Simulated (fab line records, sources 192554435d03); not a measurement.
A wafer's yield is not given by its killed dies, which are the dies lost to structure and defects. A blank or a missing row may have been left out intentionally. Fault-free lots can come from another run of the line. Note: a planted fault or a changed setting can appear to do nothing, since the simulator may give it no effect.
Matching of chambers :: flow n5-finfet :: N5_BEOL_M3_PRE_CLEAN_60 on cvd-co-01: 3 sister chambers
The step time 15 s. 22 wafers are shown with their chamber, then 11 later ones without.

== WAFERS, EACH WITH ITS CHAMBER ==
wafer: L633.2
chamber: 1
heater-power-w (W): 93
rf-fwd-power-W (W): 298.5

wafer: L633.3
chamber: 0
heater-power-w (W): 100
rf-fwd-power-W (W): 295.3

wafer: L633.5
chamber: 1
heater-power-w (W): 95
rf-fwd-power-W (W): 298.5

wafer: L634.2
chamber: 0
heater-power-w (W): 98
rf-fwd-power-W (W): 296.0

wafer: L634.4
chamber: 2
heater-power-w (W): 59
rf-fwd-power-W (W): 295.8

wafer: L634.6
chamber: 0
heater-power-w (W): 99
rf-fwd-power-W (W): 294.9

wafer: L636.3
chamber: 2
heater-power-w (W): 59
rf-fwd-power-W (W): 296.3

wafer: L636.4
chamber: 0
heater-power-w (W): 98
rf-fwd-power-W (W): 297.1

wafer: L636.5
chamber: 1
heater-power-w (W): 95
rf-fwd-power-W (W): 298.4

wafer: L637.1
chamber: 1
heater-power-w (W): 98
rf-fwd-power-W (W): 297.3

wafer: L637.2
chamber: 0
heater-power-w (W): 99
rf-fwd-power-W (W): 297.8

wafer: L637.6
chamber: 0
heater-power-w (W): 98
rf-fwd-power-W (W): 296.5

wafer: L638.1
chamber: 0
heater-power-w (W): 97
rf-fwd-power-W (W): 297.4

wafer: L638.2
chamber: 1
heater-power-w (W): 97
rf-fwd-power-W (W): 296.6

wafer: L638.5
chamber: 2
heater-power-w (W): 58
rf-fwd-power-W (W): 298.2

wafer: L639.2
chamber: 0
heater-power-w (W): 95
rf-fwd-power-W (W): 294.5

wafer: L639.3
chamber: 1
heater-power-w (W): 96
rf-fwd-power-W (W): 298.6

wafer: L639.4
chamber: 2
heater-power-w (W): 57
rf-fwd-power-W (W): 296.6

wafer: L646.1
chamber: 0
heater-power-w (W): 98
rf-fwd-power-W (W): 296.3

wafer: L646.4
chamber: 1
heater-power-w (W): 97
rf-fwd-power-W (W): 298.1

wafer: L646.6
chamber: 0
heater-power-w (W): 95
rf-fwd-power-W (W): 296.8

wafer: L648.2
chamber: 1
heater-power-w (W): 98
rf-fwd-power-W (W): 295.6

SIGNATURES (means of the wafers above)
reading: heater-power-w
chamber 0: 97.70
chamber 1: 96.12
chamber 2: 58.25
scatter within a chamber: 1.58

reading: rf-fwd-power-W
chamber 0: 296.260
chamber 1: 297.700
chamber 2: 296.725
scatter within a chamber: 1.09
Rule: for each reading, subtract the chamber's mean from the wafer's reading, divide by that reading's scatter and square the result; add these up over the readings and take the root, which gives the wafer's distance from the chamber. The wafer belongs to the nearest chamber; if the next one is less than 2 further off, it can't be placed. The scatter is the square root of a quotient: the sum, over the shown wafers, of each reading's squared deviation from its chamber's mean, divided by wafers minus chambers.

== WAFERS WITHOUT THEIR CHAMBER ==
wafer: L648.3
heater-power-w (W): 59
rf-fwd-power-W (W): 296.4

wafer: L648.5
heater-power-w (W): 58
rf-fwd-power-W (W): 297.8

wafer: L649.1
heater-power-w (W): 95
rf-fwd-power-W (W): 297.6

wafer: L649.3
heater-power-w (W): 59
rf-fwd-power-W (W): 298.9

wafer: L649.6
heater-power-w (W): 59
rf-fwd-power-W (W): 296.9

wafer: L651.2
heater-power-w (W): 98
rf-fwd-power-W (W): 297.7

wafer: L651.4
heater-power-w (W): 57
rf-fwd-power-W (W): 296.9

wafer: L651.6
heater-power-w (W): 95
rf-fwd-power-W (W): 295.6

wafer: L654.1
heater-power-w (W): 60
rf-fwd-power-W (W): 296.2

wafer: L654.2
heater-power-w (W): 98
rf-fwd-power-W (W): 296.9

wafer: L654.6
heater-power-w (W): 98
rf-fwd-power-W (W): 297.9

== THE CHAMBER EACH PASSED THROUGH ==
wafer: L648.3
from the rows above: 2
in truth: 2

wafer: L648.5
from the rows above: 2
in truth: 2

wafer: L649.1
from the rows above: can't be placed: 1 or 0
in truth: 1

wafer: L649.3
from the rows above: 2
in truth: 2

wafer: L649.6
from the rows above: 2
in truth: 2

wafer: L651.2
from the rows above: can't be placed: 1 or 0
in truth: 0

wafer: L651.4
from the rows above: 2
in truth: 2

wafer: L651.6
from the rows above: can't be placed: 0 or 1
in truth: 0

wafer: L654.1
from the rows above: 2
in truth: 2

wafer: L654.2
from the rows above: can't be placed: 0 or 1
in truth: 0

wafer: L654.6
from the rows above: can't be placed: 1 or 0
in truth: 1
Correct placement for 6 of the 11. Not placeable from these rows: 5 (in 5, the candidates include the true chamber). Placed wrongly: 0.
